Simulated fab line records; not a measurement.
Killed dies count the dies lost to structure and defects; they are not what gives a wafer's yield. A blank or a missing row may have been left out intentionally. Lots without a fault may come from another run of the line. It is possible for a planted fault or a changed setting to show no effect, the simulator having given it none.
Matching of chambers / flow n5-finfet / 4 sister chambers for N5_BEOL_M3_ALD_98 on ald-sin-04
The step deposits SiO2, target thk 2.5 nm, pulse time 1 s, co reactant pulse time 1 s. 4 wafers are shown with their chamber, then 9 later ones without.

WAFERS WITH THEIR CHAMBER
wafer=L092.2; chamber=0; heater-power-w (W)=72
wafer=L094.1; chamber=3; heater-power-w (W)=78
wafer=L094.3; chamber=2; heater-power-w (W)=78
wafer=L094.4; chamber=1; heater-power-w (W)=72

WAFERS WITHOUT THEIR CHAMBER
wafer=L095.2; heater-power-w (W)=79
wafer=L095.3; heater-power-w (W)=72
wafer=L095.4; heater-power-w (W)=70
wafer=L096.3; heater-power-w (W)=80
wafer=L096.4; heater-power-w (W)=72
wafer=L096.5; heater-power-w (W)=73
wafer=L097.2; heater-power-w (W)=71
wafer=L097.3; heater-power-w (W)=79
wafer=L097.4; heater-power-w (W)=77

WHICH CHAMBER EACH WENT THROUGH
wafer=L095.2; from the rows above=can't be placed: 2 or 3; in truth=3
wafer=L095.3; from the rows above=can't be placed: 0 or 1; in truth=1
wafer=L095.4; from the rows above=can't be placed: 0 or 1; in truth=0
wafer=L096.3; from the rows above=can't be placed: 2 or 3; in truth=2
wafer=L096.4; from the rows above=can't be placed: 0 or 1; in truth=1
wafer=L096.5; from the rows above=can't be placed: 0 or 1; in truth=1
wafer=L097.2; from the rows above=can't be placed: 0 or 1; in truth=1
wafer=L097.3; from the rows above=can't be placed: 2 or 3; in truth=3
wafer=L097.4; from the rows above=can't be placed: 2 or 3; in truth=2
0 of 9 placed correctly. These rows do not allow placing 9 (true chamber among the candidates in 9). Wrongly placed: 0.
How it was worked out, from the rows above alone: a wafer's distance from a chamber is the root of the sum, over the readings, of the square of ((its reading less the chamber's mean) divided by the reading's scatter). The wafer belongs to the nearest chamber; if the next one is less than 2 further off, it can't be placed. Each chamber's mean is taken over the wafers shown for it. The scatter (one wafer shown for each chamber): square how far every hidden wafer sits from the nearest shown wafer, average those squares and take the square root.
